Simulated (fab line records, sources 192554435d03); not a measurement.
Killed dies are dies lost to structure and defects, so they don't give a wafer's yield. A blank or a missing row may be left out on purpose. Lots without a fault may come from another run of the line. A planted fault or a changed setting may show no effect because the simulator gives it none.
Problem report in the 8D (eight disciplines) form, filled by code | flow n5_finfet | the parts of the form that need people (team, actions taken, sign-off) are left out

1. THE PROBLEM
killed_at_M4_up at N5_PASSIVATION_PROBE_49 reads a mean of 332 on 6 wafers of 2 lots; wafers without a fault read 14 with a standard deviation of 5.6. That is +57 standard deviations from the usual mean.
First seen on wafer L527.1, day 15 04:43, on prober-01. The record holds 30 wafers of 10 lots with a number at this step. Rule for "out", or "out of limits": more than 4 standard deviations from the usual mean. The other wafers with a number count as sound.

2. WHAT IT IS AND WHAT IT IS NOT
question                    | is                                                                                                   | is not
which readings at this step | killed_at_M4_up, defect_limited_yield, killed_dies, sort_bin_5_function, sort_n_pass, sort_yield_pct | killed_at_M0_to_M3, killed_at_contacts, killed_at_front_end, killed_at_other, killed_open, killed_short, sort_bin_6_memory
which lots                  | L525, L527                                                                                           | L516, L517, L519, L521, L526, L535, L537, L538
which wafers of those lots  | all that have a number                                                                               | -
read on which tools         | prober-01, prober-02                                                                                 | -
when                        | from day 15 04:43                                                                                    | up to then (9 sound wafers); but 15 sound wafers of L517, L526, L535, L537, L538 came after

3. SUSPECTS, AND WHAT RULES EACH OUT
Counting: a tool at a process step up to the reading stays a suspect if it ran every lot that is out and no sound lot after the first of them.
- pecvd-04 at N5_BEOL_M8_PECVD_70 (deposits SiO2 from TEOS/O2, target thk 20 nm, time 22.7 s): ruled out as a lasting fault. Sound lots L526, L517, L537 ran on it after its first lot that is out, L525 (day 12 08:11).
Left after counting: nothing in the record.

4. THE CAUSE (what the simulator had put in)
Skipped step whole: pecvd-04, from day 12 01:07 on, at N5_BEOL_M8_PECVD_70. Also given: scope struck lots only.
Counting ruled it out, wrongly: the rule takes a fault to strike every lot that its tool runs from its start on, and this one did not.

5. THE CHAIN OF EFFECTS, in route order
Each row: a reading whose mean over the struck wafers that have a number lies more than 3 standard deviations from the usual. Only readings for which the record gives a usual standard deviation are gone through. hours: the time from each lot's start at the first step in this table that gives one to its start at this step, as a median over the lots. sigmas: the change in usual standard deviations.
hours | step                    | reading              | usual  | on struck wafers | change | sigmas
0     | N5_PASSIVATION_PROBE_49 | defect_limited_yield | 91.0 % | 63.5             | -27.5  | -21
0     | N5_PASSIVATION_PROBE_49 | killed_at_M4_up      | 14     | 332              | +318   | +57
0     | N5_PASSIVATION_PROBE_49 | killed_dies          | 106    | 430              | +324   | +22
0     | N5_PASSIVATION_PROBE_49 | killed_on_rim        | 14     | 62               | +48    | +12
0     | N5_PASSIVATION_PROBE_49 | sort_bin_5_function  | 5.3 %  | 32.6             | +27.3  | +31
0     | N5_PASSIVATION_PROBE_49 | sort_n_pass          | 1074   | 750              | -324   | -22
0     | N5_PASSIVATION_PROBE_49 | sort_yield_pct       | 91.0 % | 63.5             | -27.5  | -21
The process steps in it:
- N5_PASSIVATION_PROBE_49
Readings that are blank on the struck wafers while sound wafers have them: chamber_pressure_Torr at N5_BEOL_M8_PECVD_70; heater_power_outer_w at N5_BEOL_M8_PECVD_70; heater_power_w at N5_BEOL_M8_PECVD_70; showerhead_plenum_p_Torr at N5_BEOL_M8_PECVD_70; throttle_valve_pct at N5_BEOL_M8_PECVD_70.

6. WHAT WOULD HAVE CAUGHT IT SOONER
In this record the first reading out of limits was taken at day 15 04:43, 76 hours after the fault began at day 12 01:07.
At N5_BEOL_M8_PECVD_70 the tool's readings are blank on the struck wafers, where sound wafers have them: an empty tool record is the first sign, and it was there at once.
